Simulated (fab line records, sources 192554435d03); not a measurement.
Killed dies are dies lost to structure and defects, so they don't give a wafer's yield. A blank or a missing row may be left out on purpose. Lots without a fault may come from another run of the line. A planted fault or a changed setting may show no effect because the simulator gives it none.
One fault seen from 3 desks | flow n5_finfet | each desk has only its own numbers; what lay behind them comes last

THE DEFECT DESK
What the inspections along the route counted, lot by lot: means of the sampled wafers that have a number. A lot is out of limits, marked OUT, if its mean lies more than 4 standard deviations from the usual mean; the brackets give that distance.
Columns: A = raw_defect_count at N5_PASSIVATION_INSPECT_61, usual 2.3
lot  | first seen here | A
L338 | day 13 03:28    | 3.0
L341 | day 13 23:28    | 1.7
L348 | day 16 05:00    | 2.3
L351 | day 16 09:43    | 2.0
L354 | day 16 19:40    | 1.5
L352 | day 16 21:23    | 1.3
This desk's finding: nothing out of limits on any of the 6 lots.

THE METROLOGY DESK
What the gauges read, lot by lot, whatever tool the lot ran on: means of the sampled wafers that have a number. A lot is out of limits, marked OUT, if its mean lies more than 4 standard deviations from the usual mean; the brackets give that distance.
Columns: A = cd_nm at N5_PASSIVATION_CD_MEAS_10, usual 3000.5 nm; B = TV_OVL at N5_PASSIVATION_OVL_MEAS_60, usual 3 nm
lot  | first seen here | A      | B
L338 | day 13 03:25    | 3002.9 | 16
L341 | day 13 23:25    | 3003.3 | -4
L348 | day 16 04:57    | 2999.1 | 4
L351 | day 16 09:40    | 2999.9 | -4
L354 | day 16 19:37    | 3000.3 | -2
L352 | day 16 21:20    | 2996.5 | 1
This desk's finding: nothing out of limits on any of the 6 lots.

THE TOOL OWNER'S DESK: rie_diel-03
The tool's own readings at N5_PASSIVATION_PASS_ETCH_74 (etches SiNx in CF4/O2, target depth 220 nm, time 110 s): means of the sampled wafers that have a number, for each lot that ran on this tool. A lot is out of limits, marked OUT, if its mean lies more than 4 standard deviations from the usual mean; the brackets give that distance.
Columns: A = drypump_motor_current_A at N5_PASSIVATION_PASS_ETCH_74, usual 5.5 A; B = oes_o_777_au at N5_PASSIVATION_PASS_ETCH_74, usual 0.78 a.u.; C = oes_product_au at N5_PASSIVATION_PASS_ETCH_74, usual 0.79 a.u.; D = rf_fwd_power_W at N5_PASSIVATION_PASS_ETCH_74, usual 532.4 W; E = rf_vpp_V at N5_PASSIVATION_PASS_ETCH_74, usual 240.7 V; F = showerhead_plenum_p_Torr at N5_PASSIVATION_PASS_ETCH_74, usual 2.20 Torr; G = throttle_valve_pct at N5_PASSIVATION_PASS_ETCH_74, usual 15.98 %
lot  | first seen here | A   | B    | C    | D     | E     | F    | G
L341 | day 13 23:35    | 5.8 | 0.84 | 0.84 | 532.9 | 240.4 | 2.18 | 15.76
L351 | day 16 10:20    | 5.8 | 0.67 | 0.74 | 533.9 | 241.9 | 2.26 | 15.96
L354 | day 16 19:56    | 5.8 | 0.77 | 0.86 | 531.5 | 236.4 | 2.17 | 16.08
This desk's finding: nothing out of limits on any of the 3 lots.

PUT TOGETHER
The defect desk saw nothing out of limits.
The metrology desk saw nothing out of limits.
The tool owner's desk saw nothing out of limits.

WHAT THE SIMULATOR HAD PUT IN
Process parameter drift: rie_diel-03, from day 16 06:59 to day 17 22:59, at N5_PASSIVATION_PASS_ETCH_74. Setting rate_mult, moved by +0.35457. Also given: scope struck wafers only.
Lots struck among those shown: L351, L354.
